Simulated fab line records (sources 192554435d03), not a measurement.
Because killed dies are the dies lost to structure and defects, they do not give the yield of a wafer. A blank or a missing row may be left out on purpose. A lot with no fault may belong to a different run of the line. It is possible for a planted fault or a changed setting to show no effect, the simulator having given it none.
Split-lot trial :: flow n5 finfet :: 21 wafers read across 7 lots, on a route 1938 steps long

## THE SPLIT ITSELF
At N5_GATE_CUT_ETCH_56 (etches TiN in Cl2/Ar, target depth 21.6 nm), the setting icp w was moved away from the recipe's 600 W on 10 of the 21 wafers read, by -17.7% to +11.9%. All remaining wafers had this setting at the recipe value.

The reading comes from the split's own step.

## THE READING
etch.depth nm (the simulator's own value, which no gauge read), in nm, at N5_GATE_CUT_ETCH_56 (etches TiN in Cl2/Ar, target depth 21.6 nm). There is no usual value for it anywhere in the file. Here, 11 wafers ran the recipe; their average is 21.30 nm with a standard deviation of 0.65 nm.

wafer: L080.1
tool, chamber at the split: rie metal-03, 1
icp w as run, W: 600
against the recipe: recipe
etch.depth nm, nm: 21.74
against lot-mates on the recipe: -

wafer: L080.3
tool, chamber at the split: rie metal-03, 1
icp w as run, W: 600
against the recipe: recipe
etch.depth nm, nm: 21.76
against lot-mates on the recipe: -

wafer: L080.6
tool, chamber at the split: rie metal-03, 1
icp w as run, W: 600
against the recipe: recipe
etch.depth nm, nm: 21.83
against lot-mates on the recipe: -

wafer: L083.2
tool, chamber at the split: rie metal-02, 0
icp w as run, W: 530.8
against the recipe: -11.5%
etch.depth nm, nm: 18.54
against lot-mates on the recipe: -2.19

wafer: L083.4
tool, chamber at the split: rie metal-02, 0
icp w as run, W: 600
against the recipe: recipe
etch.depth nm, nm: 20.73
against lot-mates on the recipe: -

wafer: L083.6
tool, chamber at the split: rie metal-02, 1
icp w as run, W: 530.8
against the recipe: -11.5%
etch.depth nm, nm: 18.33
against lot-mates on the recipe: -2.40

wafer: L084.1
tool, chamber at the split: rie metal-02, 1
icp w as run, W: 600
against the recipe: recipe
etch.depth nm, nm: 20.06
against lot-mates on the recipe: -

wafer: L084.3
tool, chamber at the split: rie metal-02, 1
icp w as run, W: 657.5
against the recipe: +9.6%
etch.depth nm, nm: 22.1
against lot-mates on the recipe: +2.04

wafer: L084.6
tool, chamber at the split: rie metal-02, 0
icp w as run, W: 657.5
against the recipe: +9.6%
etch.depth nm, nm: 22.56
against lot-mates on the recipe: +2.50

wafer: L086.1
tool, chamber at the split: rie metal-01, 1
icp w as run, W: 671.6
against the recipe: +11.9%
etch.depth nm, nm: 22.83
against lot-mates on the recipe: +1.05

wafer: L086.4
tool, chamber at the split: rie metal-01, 1
icp w as run, W: 671.6
against the recipe: +11.9%
etch.depth nm, nm: 22.84
against lot-mates on the recipe: +1.06

wafer: L086.6
tool, chamber at the split: rie metal-01, 0
icp w as run, W: 600
against the recipe: recipe
etch.depth nm, nm: 21.78
against lot-mates on the recipe: -

wafer: L090.1
tool, chamber at the split: rie metal-03, 1
icp w as run, W: 600
against the recipe: recipe
etch.depth nm, nm: 21.93
against lot-mates on the recipe: -

wafer: L090.3
tool, chamber at the split: rie metal-03, 0
icp w as run, W: 600
against the recipe: recipe
etch.depth nm, nm: 21.43
against lot-mates on the recipe: -

wafer: L090.5
tool, chamber at the split: rie metal-03, 1
icp w as run, W: 600
against the recipe: recipe
etch.depth nm, nm: 21.87
against lot-mates on the recipe: -

wafer: L093.2
tool, chamber at the split: rie metal-02, 0
icp w as run, W: 546.9
against the recipe: -8.9%
etch.depth nm, nm: 19.07
against lot-mates on the recipe: -1.64

wafer: L093.3
tool, chamber at the split: rie metal-02, 1
icp w as run, W: 546.9
against the recipe: -8.9%
etch.depth nm, nm: 19.02
against lot-mates on the recipe: -1.69

wafer: L093.5
tool, chamber at the split: rie metal-02, 0
icp w as run, W: 600
against the recipe: recipe
etch.depth nm, nm: 20.71
against lot-mates on the recipe: -

wafer: L097.2
tool, chamber at the split: rie metal-02, 1
icp w as run, W: 600
against the recipe: recipe
etch.depth nm, nm: 20.42
against lot-mates on the recipe: -

wafer: L097.3
tool, chamber at the split: rie metal-02, 1
icp w as run, W: 493.7
against the recipe: -17.7%
etch.depth nm, nm: 17.14
against lot-mates on the recipe: -3.28

wafer: L097.5
tool, chamber at the split: rie metal-02, 0
icp w as run, W: 493.7
against the recipe: -17.7%
etch.depth nm, nm: 17.62
against lot-mates on the recipe: -2.80

THE FIT
A straight line over all 21 wafers: etch.depth nm changes by +0.191 nm for each +1% of icp w; r = +0.94; the points scatter about the line by 0.62 nm.
The same after taking each lot's own level away (the mean of its wafers on the recipe; 21 wafers): +0.169 nm for each +1%; r = +0.96; scatter 0.41 nm.
On that fit, the largest move of icp w shifts the reading by 3 nm.
Measured against the standard deviation above, the lots' own levels, which go from 20.060 to 21.780 nm, span 2.6 times it.
So the lot-to-lot level changes the slope: the two fits differ.
Check: -3.01 nm against its lot-mates is what the line predicts for one of the wafers moved furthest among these (-17.7%) when that wafer is left out of the fit. It came out at -3.28 nm against them.

## OTHER SPLITS ON THESE WAFERS
Note: prior to the reading, these wafers also went through further splits. Each is held against what the fit with the lots' levels taken away leaves over:
other split on the same wafers: N5_SD_EPI_P_EPI_21 time s
wafers away from the commonest value: 4
r with etch.depth nm (lot level and that fit taken away): +0.05

other split on the same wafers: N5_SDB_EXPOSE_08 dose mj
wafers away from the commonest value: 4
r with etch.depth nm (lot level and that fit taken away): -0.34

other split on the same wafers: N5_SDB_ETCH_18 source w
wafers away from the commonest value: 9
r with etch.depth nm (lot level and that fit taken away): -0.06

## FILE'S OWN FIT
etch.depth nm changes by +0.17 nm for each +1% of icp w, r = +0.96.
